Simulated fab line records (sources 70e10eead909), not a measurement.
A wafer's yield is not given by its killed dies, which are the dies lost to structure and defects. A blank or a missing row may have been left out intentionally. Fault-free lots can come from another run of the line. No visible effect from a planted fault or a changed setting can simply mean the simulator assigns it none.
fab line records -- flow nand_harc
record lots=14, wafers=42, last_day=35
route steps=1302 shown A_CONTACT@1010 A_BONDPAD@1216 END@1302
lots with no fault: from the same line, run without faults
start_h: the number of hours between the record's first day and the start of the first shown wafer of the lot -- wait_h: how many hours have passed since the lot's step before this one -- " same as the row above -- L1.1+2: a row that stands for several wafers -- - no value, or no start given -- * or withheld: withheld -- < > ~ a bound
route shown NAME@n: a module of which the file shows steps, and the number in the route of the first -- usual: mean/standard deviation taken from wafers without a fault -- same: alike in all rows -- chamber/n: place in a boat -- sites: per-site readings -- _std_site: the values' standard deviation -- _edge_site: inner sites' mean taken away from outer sites' mean -- radius_mm: for every site, how far away it sits from the centre of the wafer -- mask NAME#n: copy n -- behind: tool/chamber where the wafer was last shaped -- hold: why the lot was held/for how many hours/how that ended -- device: the n, p or np transistor that did not switch -- end of line: tests of these same wafers at the route's end -- for a step that has no rows: nothing shown but its recipe -- killed: dies that structure and defects cost at the first sort, which is not the same as the wafer's yield -- map: per-die view of a wafer (x killed, . not killed, _ where there is no die)
set.NAME: the setting the step ran with; set.NAME@STEP: the setting that earlier step ran with -- model.NAME: the simulator's own value behind a step, which no gauge read
a sample of lots followed through the steps of the route, with each step as a table and each wafer as a row
services: from which hour (start_h, from the record's first day; less than 0 if before it) a tool's chamber was out of use, for how many hours, and why
## steps
# step NHARC_A_CONTACT_ETCH_116
# recipe source_w=withheld, pressure_mtorr=20, bias_v=3000, time_s=190, target_depth_a=18500, ar_flow_sccm=withheld, c4f8_flow_sccm=withheld, o2_flow_sccm=withheld, chemistry=C4F8/O2/Ar
lot.wafer,tool,chamber,start_h,wait_h,rf_hours_counter_h
L454.4,har_cap_etch-02,0,503.62,0.1,-
L454.3,har_cap_etch-02,1,503.62,0.1,-
L454.6,har_cap_etch-02,1,503.62,0.1,-
L456.1,har_cap_etch-02,1,513.36,0.1,88
L456.2,har_cap_etch-02,0,513.36,0.1,88
L456.3,har_cap_etch-02,1,513.36,0.1,-
L461.1,har_cap_etch-03,1,583.91,0.1,57
L461.2,har_cap_etch-03,0,583.91,0.1,57
L461.6,har_cap_etch-03,1,583.91,0.1,-
L462.2,har_cap_etch-01,1,584.09,0.2,13
L462.5,har_cap_etch-01,0,584.09,0.2,-
L462.6,har_cap_etch-01,1,584.09,0.2,-
L464.3,har_cap_etch-03,0,593.77,0.1,-
L464.6,har_cap_etch-03,1,593.77,0.1,-
L464.5,har_cap_etch-03,0,593.77,0.1,-
L465.2,har_cap_etch-02,0,606.83,0.1,106
L465.3,har_cap_etch-02,0,606.83,0.1,-
L465.5,har_cap_etch-02,1,606.83,0.1,-
L467.2,har_cap_etch-02,1,635.73,0.1,109
L467.1,har_cap_etch-02,0,635.73,0.1,109
L467.4,har_cap_etch-02,0,635.73,0.1,-
L469.2,har_cap_etch-03,1,652.06,0.1,69
L469.3,har_cap_etch-03,1,652.06,0.1,-
L469.6,har_cap_etch-03,1,652.06,0.1,-
L470.1,har_cap_etch-01,0,664.48,0.1,28
L470.4,har_cap_etch-01,0,664.48,0.1,-
L470.5,har_cap_etch-01,1,664.48,0.1,-
L473.2,har_cap_etch-01,1,682.70,0.1,30
L473.4,har_cap_etch-01,1,682.70,0.1,-
L473.5,har_cap_etch-01,1,682.70,0.1,-
L471.1,har_cap_etch-02,0,684.29,0.1,118
L471.3,har_cap_etch-02,0,684.29,0.1,-
L471.5,har_cap_etch-02,0,684.29,0.1,-
L475.2,har_cap_etch-03,1,713.24,0.1,80
L475.3,har_cap_etch-03,1,713.24,0.1,-
L475.5,har_cap_etch-03,0,713.24,0.1,-
L474.3,har_cap_etch-02,0,719.50,0.1,-
L474.6,har_cap_etch-02,0,719.50,0.1,-
L474.5,har_cap_etch-02,1,719.50,0.1,-
L476.2,har_cap_etch-02,0,727.22,0.1,126
L476.4,har_cap_etch-02,1,727.22,0.1,-
L476.3,har_cap_etch-02,0,727.22,0.1,-
# step NHARC_A_BONDPAD_OVL_MEAS_35
# usual overlay_x_nm=1/5.3, overlay_y_nm=0/6.1
lot.wafer,tool,chamber,start_h,wait_h,overlay_x_nm,overlay_y_nm
L454.3,overlay-02,-,548.60,-,0,0
L454.4,overlay-02,-,548.60,-,1,0
L454.6,overlay-02,-,548.60,-,1,0
L456.1,overlay-01,-,551.45,-,-2,0
L456.2,overlay-01,-,551.45,-,-2,-1
L456.3,overlay-01,-,551.45,-,-2,-1
L461.1,overlay-01,-,624.38,-,-6,2
L461.2,overlay-01,-,624.38,-,-7,2
L461.6,overlay-01,-,624.38,-,-6,2
L462.2,overlay-01,-,626.65,-,0,1
L462.5,overlay-01,-,626.65,-,1,2
L462.6,overlay-01,-,626.65,-,0,1
L464.3,overlay-01,-,629.61,-,1,-1
L464.5,overlay-01,-,629.61,-,1,-1
L464.6,overlay-01,-,629.61,-,1,-1
L465.2,overlay-02,-,643.29,-,-5,1
L465.3,overlay-02,-,643.29,-,-5,1
L465.5,overlay-02,-,643.29,-,-5,1
L467.1,overlay-01,-,674.35,-,-10,6
L467.2,overlay-01,-,674.35,-,-10,6
L467.4,overlay-01,-,674.35,-,-10,6
L469.2,overlay-02,-,686.90,-,6,3
L469.3,overlay-02,-,686.90,-,7,3
L469.6,overlay-02,-,686.90,-,7,3
L470.1,overlay-02,-,701.92,-,6,-3
L470.4,overlay-02,-,701.92,-,6,-2
L470.5,overlay-02,-,701.92,-,6,-2
L473.2,overlay-02,-,717.88,-,9,-1
L473.4,overlay-02,-,717.88,-,8,-1
L473.5,overlay-02,-,717.88,-,9,-2
L471.1,overlay-02,-,720.50,-,0,-1
L471.3,overlay-02,-,720.50,-,1,-1
L471.5,overlay-02,-,720.50,-,1,-1
L475.2,overlay-02,-,754.84,-,3,7
L475.3,overlay-02,-,754.84,-,2,7
L475.5,overlay-02,-,754.84,-,2,7
L474.3,overlay-01,-,765.31,-,4,0
L474.5,overlay-01,-,765.31,-,4,1
L474.6,overlay-01,-,765.31,-,3,0
L476.2,overlay-02,-,768.92,-,2,-3
L476.3,overlay-02,-,768.92,-,2,-3
L476.4,overlay-02,-,768.92,-,3,-3
# step NHARC_A_BONDPAD_CMP_19
# recipe t_overpolish_s=30, cu_recess_touch_s=16, target_thk_nm=169.82
# usual motor_current_A=12.3/1.2, overpolish_run_s=30.001/0.0085
# same t_overpolish_s=30
lot.wafer,tool,chamber,start_h,wait_h,motor_current_A,overpolish_run_s
L454.3,cmp-02,0,550.85,-,13.3,29.995
L454.4,cmp-02,1,550.85,-,11.3,30.010
L454.6,cmp-02,3,550.85,-,13.4,29.983
L456.3,cmp-04,3,553.65,-,11.8,30.005
L456.2,cmp-04,0,553.65,-,12.7,30.001
L456.1,cmp-04,1,553.65,-,14.6,30.003
L461.2,cmp-03,0,626.52,-,10.3,30.007
L461.1,cmp-03,1,626.52,-,11.4,30.008
L461.6,cmp-03,1,626.52,-,11.2,30.002
L462.2,cmp-02,1,628.92,-,11.2,29.994
L462.5,cmp-02,0,628.92,-,13.3,29.997
L462.6,cmp-02,1,628.92,-,10.5,30.007
L464.3,cmp-02,2,631.90,-,12.0,29.998
L464.6,cmp-02,3,631.90,-,12.3,30.008
L464.5,cmp-02,0,631.90,-,13.0,30.000
L465.3,cmp-04,1,645.53,-,14.2,30.007
L465.2,cmp-04,2,645.53,-,13.6,30.004
L465.5,cmp-04,1,645.53,-,13.1,29.994
L467.4,cmp-04,1,676.50,-,13.7,30.012
L467.2,cmp-04,2,676.50,-,13.1,30.001
L467.1,cmp-04,3,676.50,-,11.6,29.985
L469.3,cmp-03,1,689.07,-,11.1,30.012
L469.2,cmp-03,0,689.07,-,10.4,29.991
L469.6,cmp-03,1,689.07,-,11.8,29.994
L470.4,cmp-03,3,704.17,-,12.4,29.998
L470.1,cmp-03,0,704.17,-,10.6,30.022
L470.5,cmp-03,2,704.17,-,10.4,29.992
L473.4,cmp-03,0,720.13,-,10.0,30.001
L473.2,cmp-03,3,720.13,-,12.7,30.004
L473.5,cmp-03,0,720.13,-,10.9,30.011
L471.3,cmp-04,0,722.77,-,12.8,30.028
L471.1,cmp-04,1,722.77,-,14.1,30.012
L471.5,cmp-04,0,722.77,-,12.9,30.002
L475.3,cmp-04,3,757.03,-,11.6,29.996
L475.2,cmp-04,2,757.03,-,14.0,30.006
L475.5,cmp-04,3,757.03,-,11.8,30.000
L474.3,cmp-04,0,767.49,-,13.2,30.006
L474.6,cmp-04,3,767.49,-,11.9,30.001
L474.5,cmp-04,0,767.49,-,12.6,29.999
L476.3,cmp-04,0,771.11,-,12.8,29.996
L476.2,cmp-04,1,771.11,-,14.2,29.984
L476.4,cmp-04,2,771.11,-,13.5,30.005
# step NHARC_END_SORT_01
# recipe temp_c=25
# usual killed_at_array=62/22, killed_at_other=1.0/1.4, killed_at_periphery=4.2/2.8, killed_dies=67/23, killed_open=3.1/1.7, killed_short=2.1/1.5
# same gross_dies=677
lot.wafer,tool,chamber,start_h,wait_h,killed_at_array,killed_at_other,killed_at_periphery,killed_dies,killed_open,killed_short
L461.1,prober-02,0,653.89,2.5,132,0,4,136,6,4
L461.2,prober-02,0,654.69,2.8,159,0,2,161,0,3
L461.6,prober-02,0,657.88,4.0,130,3,2,135,3,1
L464.3,prober-01,0,663.35,3.1,140,0,0,140,1,4
L464.5,prober-01,0,664.96,3.7,138,0,0,138,2,4
L464.6,prober-01,0,665.77,4.0,113,2,0,115,2,2
# killed by level:class
L461.1 A_CONTACT:unspecified=77 A_CHANNEL_HOLE_D1:chamber_film_flake=32 A_SLIT:chamber_film_flake=10 A_CONTACT:chamber_film_flake=3 A_WL_FILL:geometric_particle:open=2 P_GATE:geometric_particle:open=1 P_CONTACT:geometric_particle:open=1 P_M0:geometric_particle:short=1
L461.2 A_CONTACT:unspecified=83 A_CHANNEL_HOLE_D1:chamber_film_flake=33 A_SLIT:chamber_film_flake=23 A_CHANNEL_HOLE_D2:chamber_film_flake=12 A_CONTACT:chamber_film_flake=3 P_ZERO_WELL:chamber_film_flake=2 A_CHANNEL_FILL_D1:geometric_particle:short=1 A_DECK1_JOINT:geometric_particle:short=1
L461.6 A_CONTACT:unspecified=85 A_CHANNEL_HOLE_D1:chamber_film_flake=31 A_SLIT:chamber_film_flake=7 A_CONTACT:chamber_film_flake=3 THIN_TSV:chamber_film_flake=2 P_CONTACT:geometric_particle:open=1 A_DECK1_JOINT:geometric_particle:open=1 A_CHANNEL_HOLE_D2:geometric_particle:short=1
L464.3 A_CONTACT:unspecified=88 A_SLIT:chamber_film_flake=30 A_CHANNEL_HOLE_D1:chamber_film_flake=8 A_CONTACT:chamber_film_flake=3 A_ONON_D2:geometric_particle:short=2 A_CHANNEL_FILL_D1:geometric_particle:open=1 A_CHANNEL_FILL_D2:geometric_particle:short=1 A_WL_FILL:geometric_particle:short=1
L464.5 A_CONTACT:unspecified=86 A_SLIT:chamber_film_flake=31 A_CHANNEL_HOLE_D1:chamber_film_flake=8 A_CONTACT:chamber_film_flake=2 A_ONON_D1:geometric_particle:open=1 A_ONON_D1:geometric_particle:short=1 A_CHANNEL_FILL_D1:geometric_particle:short=1 A_DECK1_JOINT:geometric_particle:short=1
L464.6 A_CONTACT:unspecified=84 A_SLIT:chamber_film_flake=11 A_CHANNEL_HOLE_D1:chamber_film_flake=6 A_CONTACT:chamber_film_flake=3 A_WL_FILL:geometric_particle:short=2 THIN_TSV:chamber_film_flake=2 A_WL_FILL:geometric_particle:open=1 A_M0:geometric_particle:open=1
## services
tool,chamber,start_h,hours,kind
cmp-03,-,492.90,1.2,repair
har_cap_etch-01,-,497.00,17.0,pm
cmp-04,-,505.07,4.0,pm
cmp-04,-,510.12,2.4,repair
cmp-03,-,518.68,1.1,repair
cmp-04,-,522.72,0.8,repair
cmp-02,-,526.65,4.0,pm
cmp-03,-,554.04,4.0,pm
cmp-04,-,568.15,4.6,repair
cmp-04,-,585.75,1.7,repair
cmp-04,-,592.36,3.6,repair
cmp-04,-,603.07,4.0,pm
cmp-03,-,606.54,1.1,repair
cmp-02,-,619.36,2.4,repair
cmp-04,-,620.22,1.3,repair
cmp-02,-,624.65,4.0,pm
cmp-02,-,637.93,1.8,repair
cmp-03,-,652.04,4.0,pm
cmp-02,-,654.76,2.7,repair
cmp-04,-,701.07,4.0,pm
cmp-04,-,709.14,0.6,repair
cmp-02,-,722.65,4.0,pm
cmp-03,-,750.04,4.0,pm
har_cap_etch-02,-,754.00,17.0,pm
## key
first_sign step=NHARC_END_SORT_01, reading=killed_at_array, direction=up, sigmas=3.3, usual=62, struck=135
effect step=NHARC_END_SORT_01, reading=killed_dies, direction=up, sigmas=3.1, usual=67, struck=138
more_kills_born_at NHARC_A_CONTACT_ETCH_116@har_cap_etch-03=503
met_at NHARC_A_CONTACT_ETCH_116
struck_lots L461,L464
tester_left_out L461,L464
not_acting_at NHARC_A_BONDPAD_OVL_MEAS_35,NHARC_A_BONDPAD_CMP_19
fault kind=chamber_particle_source, tool=har_cap_etch-03, chamber=-, onset_h=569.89, steps=NHARC_A_CONTACT_ETCH_116, rate_per_visit_cm2=1.0035, end_h=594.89
# tester_left_out: of these lots the tester's yield and bins aren't shown, on N5 and GAA mostly nor the transistor test; their killed dies are dies lost to structure and defects alone, not to doping, threshold or leakage, so they don't give the yield
